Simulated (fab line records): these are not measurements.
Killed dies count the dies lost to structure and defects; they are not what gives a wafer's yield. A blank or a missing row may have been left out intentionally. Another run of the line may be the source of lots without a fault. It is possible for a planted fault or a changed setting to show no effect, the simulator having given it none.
Struck lot and sound lot, side by side    flow nandHarc    24 steps out of a route of 1159
Sound: these wafers, L527.1, L527.3, L527.4. Wafers L544.1, L544.4, L544.5 were the ones struck. At the end, the cause is stated.
At each step with rows: each side's tool, then ch and its chambers, then its first start. Under that, the readings that differ: sound wafers    struck wafers    difference of the means    sigmas: that difference in standard deviations of wafers without a fault.
alike: same words and numbers on both sides, and readings whose means sit less than 2 such deviations apart. not compared: any withheld reading, any reading some wafer has no value for, any bound like >300 that may hide the same value, and any number with overlapping values for which the record gives no deviation.
A row with sigmas, a row that says differs or no value, or rows on one side alone: a step with any of these is where the two part. When numbers do not overlap yet have no deviation, they are printed without sigmas and do not part them. A reading that every wafer of one side lacks parts them only if that side has two wafers or more.

first, 6 steps without rows for these wafers: NHARC_A_SOURCE_PLATE_SRD_01; NHARC_A_SOURCE_PLATE_OXIDE_02 (material SiO2, target thk 10 nm, ox time 1362 s); NHARC_A_SOURCE_PLATE_PVD_04 (deposits WSi2, target thk 50 nm); NHARC_A_SOURCE_PLATE_CVD_03 (deposits poly-Si, target thk 200 nm, time 4000 s); NHARC_A_SOURCE_PLATE_ANNEAL_05 (time 1800 s); NHARC_A_ONON_D1_DEP_00 (target thk 1000 nm).
NHARC_A_ONON_D1_DEP_03: target thk 1000 nm.
  sound on pecvdOnon-02 ch 0, day 8 04:25; struck on pecvdOnon-02 ch 0, day 11 23:07
  alike: nh3FlowSccm
then, 16 steps without rows for these wafers: NHARC_A_ONON_D1_DEP_06 (target thk 1000 nm); NHARC_A_ONON_D1_DEP_09 (target thk 1000 nm); NHARC_A_ONON_D1_DEP_12 (target thk 1000 nm); NHARC_A_ONON_D1_ANNEAL_15 (time 3600 s); NHARC_A_ONON_D1_DEP_16 (target thk 1000 nm); NHARC_A_ONON_D1_DEP_19 (target thk 1000 nm); NHARC_A_ONON_D1_DEP_22 (target thk 1000 nm); NHARC_A_ONON_D1_DEP_25 (target thk 1000 nm); NHARC_A_ONON_D1_DEP_28 (target thk 1000 nm); NHARC_A_ONON_D1_DEP_33 (deposits SiO2, target thk 200 nm); NHARC_A_CHANNEL_HOLE_D1_DEP_00 (deposits aC, target thk 3100 nm); NHARC_A_CHANNEL_HOLE_D1_DEP_01 (deposits SiON, target thk 140 nm); NHARC_A_CHANNEL_HOLE_D1_DEHYDRATE_02 (time 120 s); NHARC_A_CHANNEL_HOLE_D1_HMDS_03 (time 30 s); NHARC_A_CHANNEL_HOLE_D1_COAT_36 (time 75 s); NHARC_A_CHANNEL_HOLE_D1_COAT_37 (time 65 s).
-- break in the record here, with 12 days between the starts of the struck wafers on either side (left off in module A_CHANNEL_HOLE_D1, picked up again in module END, where the first step shown is number 1159 on the route) --
NHARC_END_SORT_01:
  here the record holds rows for the struck wafers (prober-02 ch 0, day 23 18:13) but none for the sound ones

== WHERE THEY PART ==
At NHARC_END_SORT_01 and nowhere else, as far as this record goes.

WHY: the cause the simulator had injected
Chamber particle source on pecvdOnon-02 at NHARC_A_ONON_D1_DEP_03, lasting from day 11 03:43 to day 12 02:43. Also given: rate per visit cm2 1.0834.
